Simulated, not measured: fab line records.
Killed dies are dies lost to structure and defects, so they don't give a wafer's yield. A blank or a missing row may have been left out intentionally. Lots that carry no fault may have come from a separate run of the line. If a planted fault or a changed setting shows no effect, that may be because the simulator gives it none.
Comparing a struck lot with a sound one || flow n5-finfet || 18 steps out of a route of 1938
Sound: the wafers L661.2, L661.4, L661.5. Wafers L664.2, L664.4, L664.6 were the ones struck. Last of all comes the cause.
For every step that has rows: the tool of each side, followed by ch and its chambers, followed by its first start. Under that, the readings that differ: sound wafers || struck wafers || difference of the means || sigmas: that difference in standard deviations of wafers without a fault.
alike: a reading whose means differ by less than 2 such deviations, as well as words and numbers matching on both sides. not compared: withheld readings; readings where some wafer has no value; bounds like >300 that might hide an equal value; numbers whose values overlap and for which the record gives no deviation.
A row with sigmas, a row that says differs or no value, or rows on one side alone: a step with any of these is where the two part. Numbers that don't overlap but have no deviation are shown without sigmas and don't part them. Lack of a reading on every wafer of one side parts them only where that side has two or more wafers.

first, 9 steps without rows for these wafers: N5_PMOS_HMC_CHANNEL_EPI_HM_DEP_34 (deposits SiO2 from TEOS/O2, target thk 36 nm, time 6.9 s); N5_PMOS_HMC_CHANNEL_EPI_COAT_31 (time 60 s, resist thk 66 nm); N5_PMOS_HMC_CHANNEL_EPI_COAT_03 (resist thk 205 nm); N5_PMOS_HMC_CHANNEL_EPI_EBR_05; N5_PMOS_HMC_CHANNEL_EPI_SOFTBAKE_04 (time 60 s); N5_PMOS_HMC_CHANNEL_EPI_EXPOSE_06 (exposes mask PMOS HMC BLK, target cd 240 nm); N5_PMOS_HMC_CHANNEL_EPI_PEB_07 (peb time 60 s); N5_PMOS_HMC_CHANNEL_EPI_DEVELOP_08 (develop time 30 s); N5_PMOS_HMC_CHANNEL_EPI_DESCUM_14 (chemistry O2, time 7.9 s).
N5_PMOS_HMC_CHANNEL_EPI_ETCH_32: etches BARC in N2/H2, stops on SiO2, target depth 85.8 nm, time 50.3 s.
  sound on rie-diel-01 ch 0,2,3, day 2 17:28; struck on rie-diel-02 ch 0,2, day 3 11:34
  no value came back on the struck wafers for any of 7 readings (bias-w (W), chamber-pressure-mTorr (mTorr) and others); on the sound wafers bias-w (W) reads 149.5 150.3 150.0
{"reading": "model.CAR-ArF-block_of_PMOS_HMC_CHANNEL_EPI_COAT_03.thk-nm (nm)", "sound": "131.5 130.5 133.2", "struck": "198.8 198.4 199.3", "difference": "+67.1", "sigmas": ""}
  not compared: rf-hours-counter-h, model.PMOS_HMC_CHANNEL_EPI.cd-nm
N5_PMOS_HMC_CHANNEL_EPI_HM_OPEN_15: chemistry CHF3/O2, target SiO2, target depth 40.6 nm, time 20.3 s.
  sound on rie-diel-01 ch 0,2,3, day 2 17:30; struck on rie-diel-02 ch 0,2, day 3 11:36
{"reading": "oes-product-au (a.u.)", "sound": "0.75 0.84 0.86", "struck": "0.28 0.27 0.27", "difference": -0.54, "sigmas": -7}
{"reading": "model.CAR-ArF-block_of_PMOS_HMC_CHANNEL_EPI_COAT_03.thk-nm (nm)", "sound": "91.89 89.41 93.25", "struck": "158.8 158.3 159", "difference": "+67.2", "sigmas": ""}
  alike: drypump-motor-current-A, rf-vpp-V, showerhead-plenum-p-Torr, throttle-valve-pct
  not compared: rf-hours-counter-h
then, 3 steps without rows for these wafers: N5_PMOS_HMC_CHANNEL_EPI_STRIP_33 (strips in N2/H2); N5_PMOS_HMC_CHANNEL_EPI_STRIP_17 (strips in SPM, time 750 s); N5_PMOS_HMC_CHANNEL_EPI_ETCH_38 (etches SiO2 in CF4, target depth 1.5 nm).
N5_PMOS_HMC_CHANNEL_EPI_FIN_RECESS_16: chemistry HBr/Cl2, target Si, target depth 54 nm, time 18 s.
  sound on rie-si-01 ch 1,2, day 2 17:53; struck on rie-si-01 ch 0,3, day 3 11:59
  alike: HBr_flow_sccm, drypump-motor-current-A, oes-product-au, throttle-valve-pct
  not compared: rf-hours-counter-h, model.PMOS_HMC_CHANNEL_EPI.cd-nm
then, 1 step without rows for these wafers: N5_PMOS_HMC_CHANNEL_EPI_PRECLEAN_36 (cleans in O3/DIW, time 45 s).
N5_BEOL_M4_RC_MEAS_101:
  the record has rows for the sound wafers here (prober-01 ch 0, day 8 21:38) and none for the struck ones
-- the record jumps here: 11 days lie between the struck wafers' starts before and after (it left off in module BEOL_M4 and takes up again in module PASSIVATION, whose first step shown is number 1936 of the route) --
N5_PASSIVATION_PROBE_49:
  the record has rows for the struck wafers here (prober-01, day 14 01:29) and none for the sound ones

WHERE THEY PART
First at N5_PMOS_HMC_CHANNEL_EPI_ETCH_32; last, within this record, at N5_PASSIVATION_PROBE_49.

WHY: what the simulator had put in
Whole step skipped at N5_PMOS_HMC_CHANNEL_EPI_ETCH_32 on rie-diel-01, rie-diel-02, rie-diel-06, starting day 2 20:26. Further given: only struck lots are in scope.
